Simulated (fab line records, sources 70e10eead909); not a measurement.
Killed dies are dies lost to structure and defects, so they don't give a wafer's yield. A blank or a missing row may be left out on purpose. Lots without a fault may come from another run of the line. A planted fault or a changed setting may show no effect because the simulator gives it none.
Which tool did it? | flow nand_harc | 11 lots, 33 wafers sampled, at 6 steps of a route of 1159

WHAT THE GAUGES READ, wafer by wafer
NHARC_A_M1_CD_MEAS_09: target cd 120 nm.
lot  | measured     | on        | cd_nm (nm)
L218 | day 18 05:46 | cd_sem-01 | 120.7 119.1 119.8
L219 | day 18 08:02 | cd_sem-03 | 120.7 120.9 120.3
L221 | day 18 12:46 | cd_sem-01 | 119.8 120.3 119.6
L225 | day 20 10:16 | cd_sem-03 | 119.8 119.8 119.3
L228 | day 20 14:24 | cd_sem-03 | 119.3 117.3 119.0
L233 | day 21 23:54 | cd_sem-03 | 119.4 119.8 120.0
L234 | day 22 02:32 | cd_sem-02 | 119.8 120.8 119.7
L236 | day 22 10:52 | cd_sem-02 | 119.8 120.8 120.6
L238 | day 23 00:20 | cd_sem-01 | 120.9 120.5 121.2
L239 | day 23 04:34 | cd_sem-02 | 120.2 119.7 120.0
L237 | day 23 07:28 | cd_sem-01 | 119.8 119.8 119.6

NHARC_END_SORT_01.
lot  | measured     | on        | defect_limited_yield (%) | killed_at_array | killed_at_other | killed_at_periphery | killed_dies | killed_open | killed_short | sort_bin_2_pct (%) | sort_bin_3_pct (%) | sort_bin_4_pct (%) | sort_n_pass | sort_rim_yield_pct (%) | sort_yield_pct (%)
L228 | day 22 06:08 | prober-01 | 96.9                     | 14              | 1               | 6                   | 21          | 8           | 2            | 1.0                | 0.15               | 1.9                | 656         | 100.0                  | 96.9

WHICH TOOL RAN EACH LOT (tool, then ch and the chambers of the sampled wafers, then the start)
lot  | NHARC_A_M0_PVD_20                       | NHARC_A_M0_PVD_21                       | NHARC_A_M1_PEB_07                 | NHARC_A_M1_ETCH_28
L218 | pvd_sputter-03, day 18 05:41 or earlier | pvd_sputter-03, day 18 05:41 or earlier | litho_track-01 ch 0, day 18 05:41 | rie_diel-04 ch 0,1,3, no start
L219 | pvd_sputter-02, day 18 07:58 or earlier | pvd_sputter-02, day 18 07:58 or earlier | litho_track-04 ch 0, day 18 07:58 | rie_diel-07 ch 0,3, no start
L221 | pvd_sputter-03, day 18 12:41 or earlier | pvd_sputter-03, day 18 12:41 or earlier | litho_track-01 ch 0, day 18 12:41 | rie_diel-07 ch 0,2,3, no start
L225 | pvd_sputter-01, day 20 10:11 or earlier | pvd_sputter-01, day 20 10:11 or earlier | litho_track-01 ch 0, day 20 10:11 | rie_diel-07 ch 1,2,3, no start
L228 | pvd_sputter-02, day 20 14:19 or earlier | pvd_sputter-02, day 20 14:19 or earlier | litho_track-01 ch 0, day 20 14:19 | rie_diel-08 ch 1,2,3, day 22 06:08 or earlier
L233 | pvd_sputter-03, day 21 23:49 or earlier | pvd_sputter-03, day 21 23:49 or earlier | litho_track-04 ch 0, day 21 23:49 | rie_diel-04 ch 1,2,3, no start
L234 | pvd_sputter-03, day 22 02:27 or earlier | pvd_sputter-03, day 22 02:27 or earlier | litho_track-04 ch 0, day 22 02:27 | rie_diel-08 ch 1,2, no start
L236 | pvd_sputter-03, day 22 10:47 or earlier | pvd_sputter-03, day 22 10:47 or earlier | litho_track-06 ch 0, day 22 10:47 | rie_diel-07 ch 1,2,3, no start
L238 | pvd_sputter-02, day 23 00:15 or earlier | pvd_sputter-02, day 23 00:15 or earlier | litho_track-04 ch 0, day 23 00:15 | rie_diel-07 ch 1,2,3, no start
L239 | pvd_sputter-03, day 23 04:29 or earlier | pvd_sputter-03, day 23 04:29 or earlier | litho_track-06 ch 0, day 23 04:29 | rie_diel-07 ch 0,1,3, no start
L237 | pvd_sputter-02, day 23 07:22 or earlier | pvd_sputter-02, day 23 07:22 or earlier | litho_track-06 ch 0, day 23 07:22 | rie_diel-04 ch 0,1,2, no start
- NHARC_A_M0_PVD_20: deposits TaN, target thk 5 nm, time 8.06 s.
- NHARC_A_M0_PVD_21: deposits Cu, target thk 30 nm, time 20.49 s.
- NHARC_A_M1_PEB_07: peb time 65 s.
- NHARC_A_M1_ETCH_28: etches the open film in CF4/N2, target depth 30 nm, time 72.99 s.

WHAT THE TOOLS THEMSELVES READ (means of the sampled wafers that have a number; where no wafer has one, the mark that the record gives instead)
NHARC_A_M0_PVD_20.
lot  | tool           | cathode_dc_power_W (W) | throttle_valve_pct (%)
L218 | pvd_sputter-03 | 15001                  | 29.9
L219 | pvd_sputter-02 | 15003                  | 30.2
L221 | pvd_sputter-03 | 14999                  | 29.4
L225 | pvd_sputter-01 | 15000                  | 29.8
L228 | pvd_sputter-02 | 15000                  | 30.8
L233 | pvd_sputter-03 | 14999                  | 30.0
L234 | pvd_sputter-03 | 15003                  | 29.7
L236 | pvd_sputter-03 | 14996                  | 29.6
L238 | pvd_sputter-02 | 14999                  | 30.7
L239 | pvd_sputter-03 | 14997                  | 29.7
L237 | pvd_sputter-02 | 14999                  | 30.5

NHARC_A_M0_PVD_21.
lot  | tool           | cathode_dc_power_W (W) | throttle_valve_pct (%)
L218 | pvd_sputter-03 | 4999.0                 | 29.2
L219 | pvd_sputter-02 | 4999.5                 | 30.2
L221 | pvd_sputter-03 | 5000.0                 | 29.5
L225 | pvd_sputter-01 | 4999.9                 | 30.1
L228 | pvd_sputter-02 | 5000.9                 | 30.6
L233 | pvd_sputter-03 | 4999.2                 | 29.7
L234 | pvd_sputter-03 | 4999.6                 | 30.4
L236 | pvd_sputter-03 | 5000.3                 | 29.7
L238 | pvd_sputter-02 | 5000.1                 | 30.3
L239 | pvd_sputter-03 | 5000.9                 | 30.4
L237 | pvd_sputter-02 | 5000.2                 | 30.4

NHARC_A_M1_PEB_07.
lot  | tool           | heater_power_total_W (W)
L218 | litho_track-01 | 156.4
L219 | litho_track-04 | 157.0
L221 | litho_track-01 | 156.9
L225 | litho_track-01 | 156.6
L228 | litho_track-01 | 158.5
L233 | litho_track-04 | 156.6
L234 | litho_track-04 | 156.6
L236 | litho_track-06 | 156.9
L238 | litho_track-04 | 156.1
L239 | litho_track-06 | 156.5
L237 | litho_track-06 | 156.8

NHARC_A_M1_ETCH_28.
lot  | tool        | drypump_motor_current_A (A) | oes_product_au (a.u.) | rf_fwd_power_W (W) | rf_vpp_V (V) | showerhead_plenum_p_Torr (Torr) | throttle_valve_pct (%)
L218 | rie_diel-04 | 5.9                         | 0.995                 | 299.0              | 314.8        | 2.64                            | 19.792
L219 | rie_diel-07 | 6.0                         | 1.000                 | 297.5              | 314.3        | 2.63                            | 19.791
L221 | rie_diel-07 | 5.8                         | 0.996                 | 297.2              | 314.9        | 2.65                            | 19.797
L225 | rie_diel-07 | 5.7                         | 0.998                 | 296.7              | 315.7        | 2.70                            | 19.787
L228 | rie_diel-08 | 5.8                         | 0.997                 | 297.8              | 316.4        | 2.70                            | 19.795
L233 | rie_diel-04 | 5.5                         | 0.991                 | 297.5              | 314.9        | 2.70                            | 19.800
L234 | rie_diel-08 | 5.5                         | 0.995                 | 298.7              | 315.4        | 2.71                            | 19.803
L236 | rie_diel-07 | 5.7                         | 0.999                 | 298.2              | 315.6        | 2.70                            | 19.800
L238 | rie_diel-07 | 5.7                         | 0.984                 | 297.4              | 316.2        | 2.70                            | 19.788
L239 | rie_diel-07 | 5.6                         | 1.003                 | 298.6              | 315.0        | 2.69                            | 19.796
L237 | rie_diel-04 | 5.8                         | 0.990                 | 297.8              | 314.4        | 2.64                            | 19.801

THE ANSWER, worked out from the rows above alone
Rule: what is usual is taken from the lots themselves. Put in order of their means at a reading, lots are off if they are a third of the lots or fewer, leave a main group of 4 or more, and stand apart from it by a gap of 3 or more times the standard deviation of the main group's means; of several such gaps the widest counts. A main group whose means are all the same, to the digits that the tables above print for the reading, isn't used. A lot without any number at a reading at which 4 lots or more have one is off too. The other lots that the step has rows for count as sound. The gauges are gone through in route order, then the tools' own readings, and for those a lot's mean is taken as printed above. The first step at which some lot is off is used, and at that step the reading that is off furthest; a lot without a number counts as furthest.
Off: L228, at NHARC_A_M1_PEB_07 (heater_power_total_W). The main group: mean 156.6 W, standard deviation 0.26.
A tool fits if, at that step or a process step before it, it ran every lot that is off, and no sound lot after the first of them. NHARC_A_M0_PVD_20 gives no start for some lots, so the hours and the order of its lots are those of NHARC_A_M1_PEB_07. NHARC_A_M0_PVD_21 gives no start for some lots, so the hours and the order of its lots are those of NHARC_A_M1_PEB_07. One fits: litho_track-01 at NHARC_A_M1_PEB_07. Its last sound lot is L225 (day 20 10:11), its first lot that is off L228 (day 20 14:19): a fault that began between those two fits.
The tool's own readings at NHARC_A_M1_PEB_07 bear it out: on the lots that are off they differ by more than 5 times the standard deviation of the sound lots' means. heater_power_total_W reads 158.5 W there against 156.6 W on the sound lots.

WHAT THE SIMULATOR HAD PUT IN
Process parameter drift: litho_track-01, from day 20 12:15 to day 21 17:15, at NHARC_A_M1_PEB_07. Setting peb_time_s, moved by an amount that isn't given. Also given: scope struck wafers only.
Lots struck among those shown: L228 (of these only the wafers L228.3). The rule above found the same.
